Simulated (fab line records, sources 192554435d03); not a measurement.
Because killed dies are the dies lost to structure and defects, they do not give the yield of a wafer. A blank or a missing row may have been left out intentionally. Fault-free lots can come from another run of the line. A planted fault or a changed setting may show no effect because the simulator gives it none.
The tool behind it: which one?    flow n5-finfet    33 wafers from 11 lots sampled at 5 of the route's 1938 steps

== WHAT THE GAUGES SHOWED, per wafer ==
N5_BEOL_M10_THK_MEAS_53: measures by xrf. Usual: M10_THK typically reads 140.1 nm, with standard deviation 2.4.
lot   measured      on             M10_THK (nm)       flag
L903  day 11 19:23  film-metro-02  139.2 139.2 137.5  
L904  day 12 17:23  film-metro-02  142.6 138.7 142.9  
L906  day 12 17:28  film-metro-02  144.0 141.5 139.7  
L907  day 13 01:43  film-metro-02  137.0 139.1 136.5  
L909  day 13 10:34  film-metro-01  140.8 140.8 140.7  
L911  day 13 23:02  film-metro-01  140.5 140.9 142.0  
L918  day 15 11:29  film-metro-02  142.9 141.2 141.1  
L920  day 15 23:44  film-metro-02  139.4 140.2 140.5  
L921  day 16 05:27  film-metro-01  137.3 140.7 141.3  
L923  day 16 17:51  film-metro-01  139.9 140.8 138.0  
L925  day 17 17:52  film-metro-02  139.7 138.2 139.5  

N5_BEOL_M10_RS_MEAS_57: measures by four-point-probe. Usual: M10_RS typically reads 0.1515 ohm/sq, with standard deviation 0.0026.
lot   measured      on             M10_RS (ohm/sq)       flag
L903  day 11 19:31  film-metro-02  0.1500 0.1500 0.1524  
L904  day 12 17:31  film-metro-01  0.1488 0.1524 0.1485  
L906  day 12 17:36  film-metro-02  0.1479 0.1512 0.1529  
L907  day 13 01:51  film-metro-02  0.1546 0.1522 0.1555  
L909  day 13 10:42  film-metro-01  0.1516 0.1512 0.1519  
L911  day 13 23:11  film-metro-02  0.1519 0.1519 0.1497  
L918  day 15 11:38  film-metro-02  0.1489 0.1504 0.1505  
L920  day 15 23:52  film-metro-02  0.1530 0.1525 0.1527  
L921  day 16 05:35  film-metro-02  0.1553 0.1514 0.1511  
L923  day 16 17:59  film-metro-02  0.1521 0.1510 0.1543  
L925  day 17 18:02  film-metro-01  0.1534 0.1546 0.1522  

== TOOL THAT RAN EACH LOT (tool first, then ch and the chambers of the sampled wafers, then the start) ==
lot   N5_BEOL_M10_SURFACE_TREAT_76  N5_BEOL_M10_ECD_50              N5_BEOL_M10_CMP_52
L903  pvd-sputter-03, day 11 17:42  ecd-cu-02 ch 0,1, day 11 18:20  cmp-01 ch 1,2,3, day 11 19:07
L904  pvd-sputter-02, day 12 16:05  ecd-cu-02 ch 0,1, day 12 16:41  cmp-02 ch 0,1, day 12 17:07
L906  pvd-sputter-02, day 12 16:07  ecd-cu-01 ch 0,1, day 12 16:46  cmp-01 ch 2,3, day 12 17:10
L907  pvd-sputter-02, day 12 22:52  ecd-cu-01 ch 0,1, day 13 00:43  cmp-02 ch 0,1,3, day 13 01:25
L909  pvd-sputter-01, day 13 09:06  ecd-cu-01 ch 0,1, day 13 09:29  cmp-01 ch 0,1,2, day 13 10:19
L911  pvd-sputter-03, day 13 21:56  ecd-cu-01 ch 0,1, day 13 22:20  cmp-02 ch 0,1,2, day 13 22:47
L918  pvd-sputter-02, day 15 09:38  ecd-cu-02 ch 0,1, day 15 10:11  cmp-04 ch 0,2, day 15 11:14
L920  pvd-sputter-03, day 15 22:03  ecd-cu-02 ch 0,1, day 15 22:35  cmp-01 ch 0,3, day 15 23:26
L921  pvd-sputter-01, day 16 03:58  ecd-cu-02 ch 0,1, day 16 04:22  cmp-04 ch 1,3, day 16 05:10
L923  pvd-sputter-02, day 16 16:46  ecd-cu-02 ch 0,1, day 16 17:08  cmp-04 ch 0,3, day 16 17:35
L925  pvd-sputter-03, day 17 16:23  ecd-cu-01 ch 0,1, day 17 16:41  cmp-02 ch 0,2,3, day 17 17:34
- N5_BEOL_M10_SURFACE_TREAT_76
- N5_BEOL_M10_ECD_50: material Cu, target thk 318 nm.
- N5_BEOL_M10_CMP_52: polishes, stops on SiCOH lowk, t overpolish 7 s, target thk 140 nm.

== WHAT THE TOOLS THEMSELVES READ (means of the sampled wafers that have a number; where no wafer has one, the mark that the record gives instead) ==
N5_BEOL_M10_CMP_52. Usual: clearing-platen-rpm 50.000 rpm, standard deviation 0.028; motor-current-A 6.1 A, standard deviation 0.38; slurry-flow-ml-min 150.1, standard deviation 0.47; time-to-endpoint-s 66.4 s, standard deviation 2.3.
lot   tool    clearing-platen-rpm (rpm)  motor-current-A (A)  slurry-flow-ml-min  time-to-endpoint-s (s)  flag
L903  cmp-01  50.017                     6.3                  150.4               67.6                    
L904  cmp-02  49.973                     5.9                  150.0               61.8                    
L906  cmp-01  50.005                     5.9                  149.9               64.5                    
L907  cmp-02  50.014                     6.0                  149.6               67.4                    
L909  cmp-01  49.974                     6.3                  150.0               81.2                    OFF
L911  cmp-02  49.981                     5.9                  149.5               78.2                    OFF
L918  cmp-04  49.980                     6.0                  150.0               68.2                    
L920  cmp-01  50.009                     6.4                  150.0               67.3                    
L921  cmp-04  49.983                     6.4                  149.9               66.0                    
L923  cmp-04  49.975                     6.4                  149.7               67.1                    
L925  cmp-02  50.020                     6.2                  150.6               66.2                    

== THE ANSWER, worked out from the rows above alone ==
Rule: take the mean of a lot's wafers that have a number; if it is more than 3 standard deviations from the usual mean, the lot is off. Also off: a lot with no number at a reading for which 4 or more lots have one. Where the step has rows for the other lots, those lots are counted as sound. After the gauges, taken in route order, come the tools' own readings; for these a lot's mean is taken, as printed above. The first step at which some lot is off is used, and at that step the reading that is off furthest; a lot without a number counts as furthest.
Off at N5_BEOL_M10_CMP_52 (time-to-endpoint-s): L909, L911.
If a tool, at that step or one of the process steps before it, ran each lot that is off and ran no sound lot following the first of them, it fits. Not one of the candidates tried fits.

== WHAT THE SIMULATOR HAD PUT IN ==
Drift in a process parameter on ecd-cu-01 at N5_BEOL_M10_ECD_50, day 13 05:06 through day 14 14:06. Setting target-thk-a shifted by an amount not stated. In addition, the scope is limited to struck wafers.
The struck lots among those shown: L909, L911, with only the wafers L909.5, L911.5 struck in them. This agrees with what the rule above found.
